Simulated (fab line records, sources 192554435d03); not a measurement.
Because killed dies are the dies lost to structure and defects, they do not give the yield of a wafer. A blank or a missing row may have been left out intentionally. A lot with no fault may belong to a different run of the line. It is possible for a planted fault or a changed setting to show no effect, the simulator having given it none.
Lot-split experiment	flow n5 finfet	on a route of 1938 steps: 7 lots, 21 wafers read

== THE SPLIT ITSELF ==
At N5_BEOL_M0_SAQP_ETCH_84 (etches SOC in N2/H2, target depth 100 nm, overetch 20 nm, time 150 s), the setting time s was moved away from the recipe's 150 s on 7 of the 21 wafers read, by -15.6% to +13.9%. All remaining wafers had this setting at the recipe value.

The reading is taken at the split's own step.

== THE READING ==
SiARC_of_BEOL_M0_SAQP_COAT_82.thk nm (the simulator's own value, which no gauge read), in nm, at N5_BEOL_M0_SAQP_ETCH_84 (etches SOC in N2/H2, target depth 100 nm, overetch 20 nm, time 150 s). No usual value for it is given in the file. Across the 14 wafers here that went through the recipe, the average is 24.4 nm and the standard deviation 0.14 nm.

wafer	tool, chamber at the split	time s as run, s	against the recipe	SiARC_of_BEOL_M0_SAQP_COAT_82.thk nm, nm	against lot-mates on the recipe
L076.2	rie diel-05, 3,0	150	recipe	24.4	-
L076.5	rie diel-05, 3,0	150	recipe	24.4	-
L076.4	rie diel-05, 1	150	recipe	24.2	-
L082.1	rie diel-03, 3	150	recipe	24.2	-
L082.2	rie diel-03, 1	150	recipe	24.6	-
L082.3	rie diel-03, 2	126.6	-15.6%	25.2	+0.8
L086.2	rie diel-03, 1	165.9	+10.6%	24	-0.4
L086.5	rie diel-03, 3,0	150	recipe	24.4	-
L086.6	rie diel-03, 3,0	150	recipe	24.4	-
L087.2	rie diel-05, 3,1,3	150	recipe	24.6	-
L087.3	rie diel-05, 3,1,3	150	recipe	24.6	-
L087.6	rie diel-05, 3,1,3	150	recipe	24.6	-
L088.4	rie diel-05, 0,2	162.5	+8.3%	24	-0.4
L088.6	rie diel-05, 0,2	162.5	+8.3%	24	-0.4
L088.5	rie diel-05, 3	150	recipe	24.4	-
L089.1	rie diel-06, 2	170.9	+13.9%	23.6	no lot-mate on the recipe
L089.5	rie diel-06, 2	170.9	+13.9%	23.6	no lot-mate on the recipe
L089.6	rie diel-06, 1	170.9	+13.9%	23.4	no lot-mate on the recipe
L091.3	rie diel-03, 0,3	150	recipe	24.4	-
L091.4	rie diel-03, 0,3	150	recipe	24.4	-
L091.5	rie diel-03, 0	150	recipe	24.2	-
When a row names more than one chamber, that row covers several wafers, and the file does not tell which wafer ran in which chamber.

THE FIT
A straight line over all 21 wafers: SiARC_of_BEOL_M0_SAQP_COAT_82.thk nm changes by -0.0558 nm for each +1% of time s; r = -0.94; the points scatter about the line by 0.14 nm.
The same after taking each lot's own level away (the mean of its wafers on the recipe; 18 wafers): -0.0475 nm for each +1%; r = -0.94; scatter 0.096 nm.
The reading moves by 0.74 nm for the largest change in time s, on that fit.
Measured against the standard deviation above, the lots' own levels, which go from 24.33 to 24.60 nm, span 1.9 times it.
In other words, the slope is changed by the lot-to-lot level; the two fits disagree.
Check: for one of the wafers moved furthest among these (-15.6%), held out of the fit, the line's prediction against its lot-mates is +0.674 nm. It came out at +0.8 nm against them.

== ADDITIONAL SPLITS CARRIED BY THESE WAFERS ==
Before the reading, these wafers also passed through other splits. Each is held against what the fit with the lots' levels taken away leaves over:
other split on the same wafers	wafers away from the commonest value	r with SiARC_of_BEOL_M0_SAQP_COAT_82.thk nm (lot level and that fit taken away)
N5_GATE_CUT_ALD_22 ald cycles	7	+0.13
N5_MOL_CONTACT_COAG_COAT_104 spin rpm	8	-0.15
N5_MOL_CONTACT_COAG_ETCH_91 source w	7	+0.10

== THE FILE'S OWN FIT ==
SiARC_of_BEOL_M0_SAQP_COAT_82.thk nm changes by -0.0472 nm for each +1% of time s, r = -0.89.
